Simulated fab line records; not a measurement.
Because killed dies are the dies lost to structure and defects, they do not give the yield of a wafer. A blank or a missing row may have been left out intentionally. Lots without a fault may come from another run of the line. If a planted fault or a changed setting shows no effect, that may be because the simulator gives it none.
Chamber matching + flow n5_finfet + N5_HKMG_FIN_ETCH_32 on rie_diel-01 has 4 sister chambers
The step etches SOC in N2/H2, target depth 240 nm, time 300 s. 4 wafers are shown with their chamber, then 10 later ones without.

WAFERS WITH THEIR CHAMBER
| wafer  | chamber | drypump_motor_current_A (A) |
|--------|---------|-----------------------------|
| L080.1 | 0       | 5.5                         |
| L084.2 | 2       | 4.8                         |
| L086.4 | 1       | 6.2                         |
| L086.5 | 3       | 5.2                         |

WAFERS MISSING THEIR CHAMBER
| wafer  | drypump_motor_current_A (A) |
|--------|-----------------------------|
| L086.6 | 5.6                         |
| L093.1 | 5.2                         |
| L093.3 | 5.6                         |
| L093.5 | 5.6                         |
| L094.1 | 5.6                         |
| L094.2 | 5.3                         |
| L094.5 | 5.2                         |
| L095.3 | 5.6                         |
| L095.5 | 4.8                         |
| L095.6 | 5.2                         |

EACH ONE'S CHAMBER
| wafer  | from the rows above     | in truth |
|--------|-------------------------|----------|
| L086.6 | 0                       | 0        |
| L093.1 | 3                       | 3        |
| L093.3 | 0                       | 0        |
| L093.5 | 0                       | 0        |
| L094.1 | 0                       | 0        |
| L094.2 | can't be placed: 3 or 0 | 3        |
| L094.5 | 3                       | 3        |
| L095.3 | 0                       | 0        |
| L095.5 | 2                       | 2        |
| L095.6 | 3                       | 3        |
Correctly placed: 9 of 10. Not placeable from these rows: 1 (in 1, the candidates include the true chamber). 0 placed wrongly.
How it was worked out, from the rows above alone: a wafer's distance from a chamber is the root of the sum, over the readings, of the square of ((its reading less the chamber's mean) divided by the reading's scatter). The wafer belongs to the nearest chamber; if the next one is less than 2 further off, it can't be placed. For every chamber, the mean is computed from those of its wafers that are shown. The scatter: with one shown wafer a chamber, the root of the mean of the squares of how far each hidden wafer lies from its nearest shown one.
